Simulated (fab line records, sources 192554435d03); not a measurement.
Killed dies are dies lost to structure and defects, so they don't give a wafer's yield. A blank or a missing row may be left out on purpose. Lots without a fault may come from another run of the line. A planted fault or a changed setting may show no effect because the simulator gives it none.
One fault seen from 3 desks | flow n5_finfet | each desk has only its own numbers; what lay behind them comes last

THE TOOL OWNER'S DESK: pecvd-02
The tool's own readings at N5_BEOL_M9_PECVD_70 (deposits SiO2 from TEOS/O2, target thk 20 nm, time 22.7 s): means of the sampled wafers that have a number, for each lot that ran on this tool. A lot is out of limits, marked OUT, if its mean lies more than 4 standard deviations from the usual mean; the brackets give that distance.
Columns: A = chamber_pressure_Torr at N5_BEOL_M9_PECVD_70, usual 5.498 Torr; B = heater_power_outer_w at N5_BEOL_M9_PECVD_70, usual 415 W; C = heater_power_w at N5_BEOL_M9_PECVD_70, usual 693 W; D = showerhead_plenum_p_Torr at N5_BEOL_M9_PECVD_70, usual 8.77 Torr; E = throttle_valve_pct at N5_BEOL_M9_PECVD_70, usual 22.8 %
lot  | first seen here | A     | B   | C   | D    | E
L436 | day 12 17:44    | 5.497 | 406 | 686 | 8.71 | 21.8
This desk's finding: nothing out of limits on the one lot.

THE METROLOGY DESK
What the gauges read, lot by lot, whatever tool the lot ran on: means of the sampled wafers that have a number. A lot is out of limits, marked OUT, if its mean lies more than 4 standard deviations from the usual mean; the brackets give that distance. Of its 11 readings 7 are shown: those that lie furthest out on some lot.
Columns: A = IOFF_P at N5_BEOL_M4_RC_MEAS_101, usual 0.21 nA/um; B = ION_N at N5_BEOL_M4_RC_MEAS_101, usual 673 uA/um; C = ION_P at N5_BEOL_M4_RC_MEAS_101, usual 460 uA/um; D = SS_N at N5_BEOL_M4_RC_MEAS_101, usual 71.5 mV/dec; E = SS_P at N5_BEOL_M4_RC_MEAS_101, usual 73.2 mV/dec; F = VT_N at N5_BEOL_M4_RC_MEAS_101, usual 249 mV; G = VT_P at N5_BEOL_M4_RC_MEAS_101, usual -250 mV
lot  | first seen here | A    | B   | C   | D    | E    | F   | G
L424 | day 8 01:23     | 0.15 | 671 | 454 | 71.5 | 72.3 | 254 | -257
L426 | day 8 21:08     | 0.19 | 662 | 458 | 71.0 | 73.0 | 254 | -248
L429 | day 9 01:42     | 0.21 | 660 | 461 | 70.8 | 72.9 | 252 | -250
L430 | day 9 08:53     | 0.20 | 664 | 454 | 71.8 | 73.5 | 250 | -252
L431 | day 9 19:20     | 0.25 | 678 | 468 | 71.9 | 73.0 | 246 | -245
L432 | day 10 02:53    | 0.23 | 698 | 482 | 71.7 | 72.8 | 242 | -246
L433 | day 10 05:46    | 0.19 | 663 | 453 | 71.7 | 73.1 | 250 | -252
L434 | day 10 11:40    | 0.16 | 658 | 456 | 70.8 | 72.8 | 252 | -254
L435 | day 10 15:28    | 0.24 | 679 | 464 | 71.6 | 74.5 | 246 | -248
L436 | day 11 06:44    | 0.17 | 658 | 456 | 70.7 | 72.2 | 252 | -254
L437 | day 11 17:19    | 0.18 | 684 | 458 | 70.9 | 72.6 | 247 | -254
L442 | day 12 12:13    | 0.18 | 671 | 465 | 71.1 | 73.2 | 251 | -252
L441 | day 12 17:22    | 0.21 | 671 | 458 | 70.8 | 73.2 | 251 | -250
This desk's finding: nothing out of limits on any of the 13 lots.

THE DEFECT DESK
What the inspections along the route counted, lot by lot: means of the sampled wafers that have a number. A lot is out of limits, marked OUT, if its mean lies more than 4 standard deviations from the usual mean; the brackets give that distance.
Columns: A = raw_defect_count at N5_BEOL_M8_INSPECT_30, usual 410
lot  | first seen here | A
L424 | day 9 13:09     | 397
L426 | day 10 10:37    | 402
L429 | day 10 14:03    | 391
L430 | day 10 18:09    | 463
L431 | day 11 11:43    | 470
L432 | day 11 14:42    | 358
L433 | day 11 15:37    | 555
L435 | day 11 21:50    | 354
L434 | day 11 21:56    | 248
L436 | day 12 13:58    | 270
L437 | day 12 23:18    | 612
L442 | day 13 19:24    | 491
L441 | day 14 00:56    | 391
This desk's finding: nothing out of limits on any of the 13 lots.

PUT TOGETHER
The tool owner's desk saw nothing out of limits.
The metrology desk saw nothing out of limits.
The defect desk saw nothing out of limits.

WHAT THE SIMULATOR HAD PUT IN
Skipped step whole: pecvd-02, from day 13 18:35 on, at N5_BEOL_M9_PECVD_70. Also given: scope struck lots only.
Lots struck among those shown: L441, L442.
